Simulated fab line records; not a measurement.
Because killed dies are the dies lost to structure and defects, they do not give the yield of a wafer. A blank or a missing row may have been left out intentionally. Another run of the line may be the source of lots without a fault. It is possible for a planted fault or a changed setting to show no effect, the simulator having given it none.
Code-filled problem report in 8D (eight disciplines) form    flow n5-finfet    the parts of the form that need people (team, actions taken, sign-off) are left out

1. THE ISSUE
rf-fwd-power-W at N5_BEOL_M0_ETCH_138 reads a mean of 292.0 W on 9 wafers of 3 lots; wafers without a fault read 386.4 W with a standard deviation of 1.7. That is -56 standard deviations from the usual mean.
The step: etches SiCN in CH3F/O2, target depth 12 nm, time 31.6 s.
Earliest sighting: wafer L116.1 on rie-diel-03 at day 10 02:07. At this step, 26 wafers from 9 lots have a number in the record. Rule for "out", or "out of limits": more than 4 standard deviations from the usual mean. The rest of the wafers with a number are treated as sound.

2. WHAT THIS IS AND IS NOT
question                     is                        is not
which readings at this step  rf-fwd-power-W, rf-vpp-V  drypump-motor-current-A, oes-product-au, showerhead-plenum-p-Torr, throttle-valve-pct
which lots                   L115, L116, L117          L101, L102, L113, L118, L120, L121
which wafers of those lots   all that have a number    -
read on which tools          rie-diel-03               rie-diel-01, rie-diel-06
when                         from day 10 02:07         up to then (9 sound wafers); but 8 sound wafers of L118, L120, L121 came after

3. WHAT RULES OUT EACH SUSPECT
Counting: a tool stays on the suspect list if, at a process step up to the reading, it processed all lots that are out and no sound lot following the first of them.
- rie-diel-05 at N5_BEOL_M0_SAQP_STRIP_75 (strips in CF4): ruled out as a lasting fault. The sound lots L118 went through it after L116, its earliest lot that is out (day 10 01:33).
- rie-diel-03 at N5_BEOL_M0_ETCH_138 (etches SiCN in CH3F/O2, target depth 12 nm, time 31.6 s): kept. It ran every lot that is out, first L116 (day 10 02:07), and no sound lot after that; its last sound lot up to then is L113 (day 9 20:29). Out on those wafers are its own readings of rf-fwd-power-W, rf-vpp-V.
Left after counting: rie-diel-03 at N5_BEOL_M0_ETCH_138.

4. THE CAUSE (what the simulator had put in)
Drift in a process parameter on rie-diel-03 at N5_BEOL_M0_ETCH_138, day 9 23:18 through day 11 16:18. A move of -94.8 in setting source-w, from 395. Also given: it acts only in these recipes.
After counting, this tool was the only one left.

5. THE EFFECT CHAIN, in route order
Rows list readings where the struck wafers' mean (over those with a number) sits beyond 3 standard deviations from the usual. Only readings whose record carries a usual standard deviation are examined. hours: median over the lots of the time between each lot's start at the first step of this table that gives one and its start at this step. sigmas: the change, counted in usual standard deviations.
hours  step                 reading         usual    on struck wafers  change  sigmas
0      N5_BEOL_M0_ETCH_138  rf-fwd-power-W  386.4 W  292.0             -94.4   -56
0      N5_BEOL_M0_ETCH_138  rf-vpp-V        297.5 V  325.5             +28.0   +20
It contains these process steps:
- N5_BEOL_M0_ETCH_138: etches SiCN in CH3F/O2, target depth 12 nm, time 31.6 s.
At these later measuring or inspecting steps, every struck wafer for which the step has a row has a number for every such reading, and none has moved that far: N5_BEOL_M4_RC_MEAS_101.

6. WHAT WOULD HAVE CAUGHT IT SOONER
First out-of-limits reading in this record: day 10 02:07, which is 3 hours after fault onset at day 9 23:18.
